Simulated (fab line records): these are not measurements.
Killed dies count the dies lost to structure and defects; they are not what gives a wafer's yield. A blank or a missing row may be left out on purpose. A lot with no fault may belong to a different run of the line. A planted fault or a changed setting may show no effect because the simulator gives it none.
What tool caused it? -- flow n5-finfet -- 72 wafers from 24 lots sampled at 6 of the route's 1938 steps

## WHAT THE GAUGES SHOWED, per wafer
The record holds no reading of a measuring or inspecting step that can be judged against a usual standard deviation.

## WHICH TOOL RAN EACH LOT (tool, then ch and the chambers of the sampled wafers, then the start)
lot,N5_BEOL_M1_ETCH_69,N5_BEOL_M1_ALD_98,N5_BEOL_M1_DEGAS_44,N5_BEOL_M1_SPUTTER_48,N5_BEOL_M1_ANNEAL_82,N5_BEOL_M1_SPUTTER_90
L076,"rie-diel-06 ch 1,3, day 6 19:25","ald-sin-03 ch 1,3, day 6 19:30","pvd-sputter-03, day 6 22:57","pvd-sputter-01, day 6 23:36","pvd-sputter-01, day 7 00:07","pvd-sputter-01, day 7 00:42"
L074,"rie-diel-06 ch 0,1,3, day 6 20:28","ald-sin-03 ch 0,3, day 6 20:32","pvd-sputter-03, day 7 00:00","pvd-sputter-01, day 7 01:26","pvd-sputter-01, day 7 01:58","pvd-sputter-01, day 7 02:32"
L075,"rie-diel-02 ch 0,2,3, day 6 20:31","ald-sin-01 ch 1,2, day 6 20:36","pvd-sputter-02, day 7 02:36","pvd-sputter-01, day 7 03:19","pvd-sputter-01, day 7 03:50","pvd-sputter-01, day 7 04:25"
L078,"rie-diel-06 ch 0,1,3, day 7 00:53","ald-sin-01 ch 1,2,3, day 7 00:58","pvd-sputter-01, day 7 11:22","pvd-sputter-01, day 7 12:07","pvd-sputter-01, day 7 12:38","pvd-sputter-01, day 7 13:13"
L077,"rie-diel-02 ch 1,2,3, day 7 01:05","ald-sin-01 ch 1,2,3, day 7 01:08","pvd-sputter-01, day 7 14:32","pvd-sputter-02, day 7 15:40","pvd-sputter-02, day 7 16:13","pvd-sputter-02, day 7 16:46"
L079,"rie-diel-02 ch 1,3, day 7 12:32","ald-sin-01 ch 0,1,2, day 7 12:37","pvd-sputter-02, day 7 14:33","pvd-sputter-03, day 7 17:28","pvd-sputter-03, day 7 17:59","pvd-sputter-03, day 7 18:34"
L080,"rie-diel-02 ch 0,1,3, day 7 19:50","ald-sin-03 ch 0,1,2, day 7 19:55","pvd-sputter-01, day 8 01:20","pvd-sputter-02, day 8 01:54","pvd-sputter-02, day 8 02:25","pvd-sputter-02, day 8 03:00"
L081,"rie-diel-01 ch 0,1,2, day 7 20:35","ald-sin-03 ch 0,1, day 7 20:40","pvd-sputter-02, day 8 01:42","pvd-sputter-03, day 8 02:22","pvd-sputter-03, day 8 02:53","pvd-sputter-03, day 8 03:28"
L082,"rie-diel-02 ch 1,2,3, day 8 03:34","ald-sin-03 ch 0,2,3, day 8 04:03","pvd-sputter-01, day 8 07:16","pvd-sputter-01, day 8 08:17","pvd-sputter-01, day 8 08:49","pvd-sputter-01, day 8 09:23"
L083,"rie-diel-01 ch 0,1,2, day 8 13:14","ald-sin-03 ch 0,1,2, day 8 14:01","pvd-sputter-02, day 8 21:40","pvd-sputter-02, day 8 22:34","pvd-sputter-02, day 8 23:05","pvd-sputter-02, day 8 23:40"
L084,"rie-diel-01 ch 0,1,2, day 8 17:26","ald-sin-03 ch 0,1,3, day 8 17:40","pvd-sputter-03, day 9 01:00","pvd-sputter-03, day 9 01:37","pvd-sputter-03, day 9 02:08","pvd-sputter-03, day 9 02:43"
L085,"rie-diel-01 ch 1,2, day 9 00:59","ald-sin-03 ch 1,2,3, day 9 01:04","pvd-sputter-02, day 9 04:25","pvd-sputter-02, day 9 05:12","pvd-sputter-02, day 9 05:43","pvd-sputter-02, day 9 06:18"
L086,"rie-diel-06 ch 1,2,3, day 9 06:03","ald-sin-01 ch 0,1,3, day 9 06:22","pvd-sputter-03, day 9 10:05","pvd-sputter-01, day 9 10:46","pvd-sputter-01, day 9 11:17","pvd-sputter-01, day 9 11:52"
L087,"rie-diel-01 ch 0,1, day 9 08:44","ald-sin-03 ch 1,2,3, day 9 08:49","pvd-sputter-01, day 9 13:29","pvd-sputter-01, day 9 14:32","pvd-sputter-01, day 9 15:04","pvd-sputter-01, day 9 15:38"
L088,"rie-diel-01 ch 1,2,3, day 9 18:25","ald-sin-03 ch 1,2,3, day 9 18:31","pvd-sputter-02, day 10 04:19","pvd-sputter-03, day 10 05:13","pvd-sputter-03, day 10 05:44","pvd-sputter-03, day 10 06:19"
L089,"rie-diel-06 ch 0,2,3, day 10 05:13","ald-sin-03 ch 1,2,3, day 10 05:24","pvd-sputter-02, day 10 08:47","pvd-sputter-02, day 10 09:31","pvd-sputter-02, day 10 10:02","pvd-sputter-02, day 10 10:37"
L091,"rie-diel-06 ch 0,1,3, day 10 16:26","ald-sin-04 ch 0,1,2, day 10 16:31","pvd-sputter-02, day 10 21:40","pvd-sputter-01, day 10 22:25","pvd-sputter-01, day 10 22:56","pvd-sputter-01, day 10 23:31"
L090,"rie-diel-01 ch 1,2,3, day 10 19:02","ald-sin-04 ch 0,2,3, day 10 19:10","pvd-sputter-03, day 11 07:01","pvd-sputter-03, day 11 09:08","pvd-sputter-03, day 11 09:39","pvd-sputter-03, day 11 10:14"
L092,"rie-diel-02 ch 0,1, day 10 22:59","ald-sin-01 ch 1,3, day 10 23:28","pvd-sputter-01, day 11 11:52","pvd-sputter-01, day 11 14:07","pvd-sputter-01, day 11 14:38","pvd-sputter-01, day 11 15:13"
L093,"rie-diel-02 ch 0,1,2, day 10 23:29","ald-sin-03 ch 1,2,3, day 10 23:35","pvd-sputter-01, day 11 16:46","pvd-sputter-01, day 11 17:57","pvd-sputter-01, day 11 18:28","pvd-sputter-01, day 11 19:03"
L094,"rie-diel-01 ch 2,3, day 11 08:41","ald-sin-03 ch 0,1, day 11 08:51","pvd-sputter-01, day 12 01:17","pvd-sputter-03, day 12 01:56","pvd-sputter-03, day 12 02:27","pvd-sputter-03, day 12 03:02"
L095,"rie-diel-01 ch 1,2,3, day 11 12:03","ald-sin-01 ch 0,2,3, day 11 12:14","pvd-sputter-01, day 11 20:16","pvd-sputter-03, day 11 21:25","pvd-sputter-03, day 11 21:56","pvd-sputter-03, day 11 22:31"
L096,"rie-diel-06 ch 0,3, day 11 19:18","ald-sin-01 ch 1,2,3, day 11 19:23","pvd-sputter-02, day 12 04:40","pvd-sputter-01, day 12 05:31","pvd-sputter-01, day 12 06:02","pvd-sputter-01, day 12 06:37"
L097,"rie-diel-01 ch 0,1,3, day 11 21:41","ald-sin-03 ch 0,1, day 11 21:46","pvd-sputter-03, day 12 06:13","pvd-sputter-03, day 12 06:47","pvd-sputter-03, day 12 07:19","pvd-sputter-03, day 12 07:53"
- N5_BEOL_M1_ETCH_69: etches SiARC in CF4, target depth 15.6 nm, time 26 s.
- N5_BEOL_M1_ALD_98: deposits SiO2, target thk 2.5 nm, pulse time 1 s, co reactant pulse time 1 s.
- N5_BEOL_M1_DEGAS_44: time 60 s.
- N5_BEOL_M1_SPUTTER_48: material Cu, target thk 4.5 nm, time 8.29 s.
- N5_BEOL_M1_ANNEAL_82: time 240 s.
- N5_BEOL_M1_SPUTTER_90: material Cu, target thk 4.5 nm, time 8.29 s.

## WHAT THE TOOLS THEMSELVES READ (means of the sampled wafers that have a number; where no wafer has one, the mark that the record gives instead)
N5_BEOL_M1_ETCH_69.
lot,tool,bias-w (W),chamber-pressure-mTorr (mTorr),drypump-motor-current-A (A),etch-rf-on-time-s (s),oes-product-au (a.u.),rf-fwd-power-W (W),rf-vpp-V (V),showerhead-plenum-p-Torr (Torr),throttle-valve-pct (%)
L076,rie-diel-06,36.09,40.00,6.4,26.7,0.63,533.1,182.9,2.01,15.65
L074,rie-diel-06,36.10,40.00,6.2,26.4,0.63,532.0,182.6,2.04,15.61
L075,rie-diel-02,36.01,39.98,6.5,26.4,0.64,531.5,182.2,2.03,15.69
L078,rie-diel-06,36.03,40.01,6.2,26.3,0.63,531.3,182.6,2.04,15.62
L077,rie-diel-02,35.93,40.02,6.1,26.7,0.65,531.1,183.9,2.10,15.71
L079,rie-diel-02,35.81,40.01,6.0,26.8,0.63,530.5,183.8,2.11,15.85
L080,rie-diel-02,36.06,40.05,6.2,26.6,0.69,530.1,184.8,2.18,15.54
L081,rie-diel-01,35.99,40.02,5.6,26.3,0.63,532.9,182.8,2.14,15.90
L082,rie-diel-02,36.02,40.05,6.1,26.6,0.64,531.7,184.7,2.09,15.73
L083,rie-diel-01,36.09,40.01,5.6,26.2,0.63,531.3,184.1,2.14,15.92
L084,rie-diel-01,36.00,39.99,5.6,26.5,0.62,532.3,183.9,2.14,15.92
L085,rie-diel-01,35.96,40.05,5.5,26.1,0.64,531.9,183.3,2.15,15.77
L086,rie-diel-06,36.11,40.00,6.1,26.7,0.62,532.5,183.3,2.07,15.66
L087,rie-diel-01,35.93,39.97,5.6,26.4,0.60,530.6,183.7,2.12,16.13
L088,rie-diel-01,36.03,40.00,5.7,26.4,0.61,532.7,184.1,2.13,15.83
L089,rie-diel-06,35.94,40.00,6.1,26.9,0.68,532.3,183.8,2.11,15.60
L091,rie-diel-06,35.99,40.00,6.2,26.0,0.70,531.6,183.1,2.03,15.49
L090,rie-diel-01,35.93,40.02,5.7,26.3,0.60,531.2,184.2,2.13,15.85
L092,rie-diel-02,35.95,39.99,5.9,26.5,0.68,532.5,185.3,2.23,15.43
L093,rie-diel-02,35.99,39.99,6.3,26.2,0.69,532.1,184.9,2.15,15.44
L094,rie-diel-01,35.96,40.01,6.0,26.3,0.60,532.9,184.0,2.12,15.70
L095,rie-diel-01,36.00,40.00,5.8,25.7,0.61,531.7,184.1,2.12,15.86
L096,rie-diel-06,35.98,39.99,6.2,26.0,0.74,531.6,183.4,2.07,15.44
L097,rie-diel-01,36.15,39.97,5.9,26.6,0.59,531.7,183.0,2.11,16.02

N5_BEOL_M1_ALD_98.
lot,tool,heater-power-w (W),precursor-pulse-height-rel
L076,ald-sin-03,79,1.016
L074,ald-sin-03,77,1.000
L075,ald-sin-01,80,1.004
L078,ald-sin-01,80,1.002
L077,ald-sin-01,79,1.002
L079,ald-sin-01,79,1.007
L080,ald-sin-03,72,0.997
L081,ald-sin-03,72,1.023
L082,ald-sin-03,77,0.995
L083,ald-sin-03,73,0.991
L084,ald-sin-03,79,1.015
L085,ald-sin-03,77,1.006
L086,ald-sin-01,75,1.011
L087,ald-sin-03,79,1.000
L088,ald-sin-03,77,0.980
L089,ald-sin-03,78,1.022
L091,ald-sin-04,72,1.001
L090,ald-sin-04,76,1.005
L092,ald-sin-01,76,1.010
L093,ald-sin-03,78,1.010
L094,ald-sin-03,74,0.987
L095,ald-sin-01,79,1.002
L096,ald-sin-01,79,0.991
L097,ald-sin-03,76,1.001

N5_BEOL_M1_DEGAS_44.
lot,tool,heater-power-w (W)
L076,pvd-sputter-03,368
L074,pvd-sputter-03,373
L075,pvd-sputter-02,342
L078,pvd-sputter-01,345
L077,pvd-sputter-01,355
L079,pvd-sputter-02,333
L080,pvd-sputter-01,360
L081,pvd-sputter-02,364
L082,pvd-sputter-01,353
L083,pvd-sputter-02,356
L084,pvd-sputter-03,357
L085,pvd-sputter-02,350
L086,pvd-sputter-03,331
L087,pvd-sputter-01,350
L088,pvd-sputter-02,345
L089,pvd-sputter-02,336
L091,pvd-sputter-02,348
L090,pvd-sputter-03,328
L092,pvd-sputter-01,358
L093,pvd-sputter-01,375
L094,pvd-sputter-01,361
L095,pvd-sputter-01,352
L096,pvd-sputter-02,337
L097,pvd-sputter-03,334

N5_BEOL_M1_SPUTTER_48.
lot,tool,substrate-temp-c (C),throttle-valve-pct (%)
L076,pvd-sputter-01,-19.88,31.5
L074,pvd-sputter-01,-20.04,31.2
L075,pvd-sputter-01,-20.06,31.3
L078,pvd-sputter-01,-20.08,30.7
L077,pvd-sputter-02,-19.99,29.6
L079,pvd-sputter-03,-19.84,30.2
L080,pvd-sputter-02,-19.91,29.6
L081,pvd-sputter-03,-19.95,29.5
L082,pvd-sputter-01,-19.97,30.8
L083,pvd-sputter-02,-20.00,30.0
L084,pvd-sputter-03,-20.05,29.9
L085,pvd-sputter-02,-19.99,30.4
L086,pvd-sputter-01,-19.95,31.5
L087,pvd-sputter-01,-20.04,29.9
L088,pvd-sputter-03,-20.01,29.6
L089,pvd-sputter-02,-20.03,30.2
L091,pvd-sputter-01,-20.02,30.7
L090,pvd-sputter-03,-19.92,29.4
L092,pvd-sputter-01,-19.92,31.5
L093,pvd-sputter-01,-20.00,30.8
L094,pvd-sputter-03,-20.04,29.5
L095,pvd-sputter-03,-19.95,30.0
L096,pvd-sputter-01,-19.91,31.8
L097,pvd-sputter-03,-20.03,28.9

N5_BEOL_M1_ANNEAL_82.
lot,tool,heater-power-w (W)
L076,pvd-sputter-01,888
L074,pvd-sputter-01,861
L075,pvd-sputter-01,850
L078,pvd-sputter-01,896
L077,pvd-sputter-02,868
L079,pvd-sputter-03,777
L080,pvd-sputter-02,861
L081,pvd-sputter-03,869
L082,pvd-sputter-01,909
L083,pvd-sputter-02,844
L084,pvd-sputter-03,824
L085,pvd-sputter-02,800
L086,pvd-sputter-01,878
L087,pvd-sputter-01,948
L088,pvd-sputter-03,848
L089,pvd-sputter-02,829
L091,pvd-sputter-01,902
L090,pvd-sputter-03,899
L092,pvd-sputter-01,886
L093,pvd-sputter-01,898
L094,pvd-sputter-03,838
L095,pvd-sputter-03,838
L096,pvd-sputter-01,926
L097,pvd-sputter-03,933

N5_BEOL_M1_SPUTTER_90.
lot,tool,substrate-temp-c (C),throttle-valve-pct (%)
L076,pvd-sputter-01,-19.96,31.5
L074,pvd-sputter-01,-19.97,31.0
L075,pvd-sputter-01,-19.94,31.3
L078,pvd-sputter-01,-19.94,30.8
L077,pvd-sputter-02,-19.92,29.7
L079,pvd-sputter-03,-20.08,30.3
L080,pvd-sputter-02,-19.95,29.5
L081,pvd-sputter-03,-20.11,29.7
L082,pvd-sputter-01,-20.08,30.7
L083,pvd-sputter-02,-20.01,30.0
L084,pvd-sputter-03,-20.02,29.9
L085,pvd-sputter-02,-19.94,30.3
L086,pvd-sputter-01,-19.98,31.4
L087,pvd-sputter-01,-19.96,29.9
L088,pvd-sputter-03,-20.06,29.7
L089,pvd-sputter-02,-19.99,29.8
L091,pvd-sputter-01,-20.03,30.7
L090,pvd-sputter-03,-20.08,29.3
L092,pvd-sputter-01,-19.94,31.5
L093,pvd-sputter-01,-20.04,30.7
L094,pvd-sputter-03,-19.95,29.6
L095,pvd-sputter-03,-19.92,29.9
L096,pvd-sputter-01,-19.96,31.8
L097,pvd-sputter-03,-19.93,28.9

## THE ANSWER, worked out from the rows above alone
Rule: what is usual is taken from the lots themselves. The widest of any qualifying gaps counts: lots, ordered by their means at a reading, are off when they make up no more than a third of the lots, leave a main group of 4 or more, and stand apart from it by 3 or more times the standard deviation of that group's means. Not used: any main group whose means are identical at the precision the tables above print for the reading. Also off: a lot with no number at a reading for which 4 or more lots have one. Where the step has rows for the other lots, those lots are counted as sound. Order of review: gauges by route order, followed by the tools' own readings, for which a lot's mean as printed above is used. At the first step where some lot is off, the reading lying furthest off is the one used; lots without a number count as furthest.
Across all readings shown, no lot is off: no conclusion can be drawn from this.

## WHAT WAS PUT IN BY THE SIMULATOR
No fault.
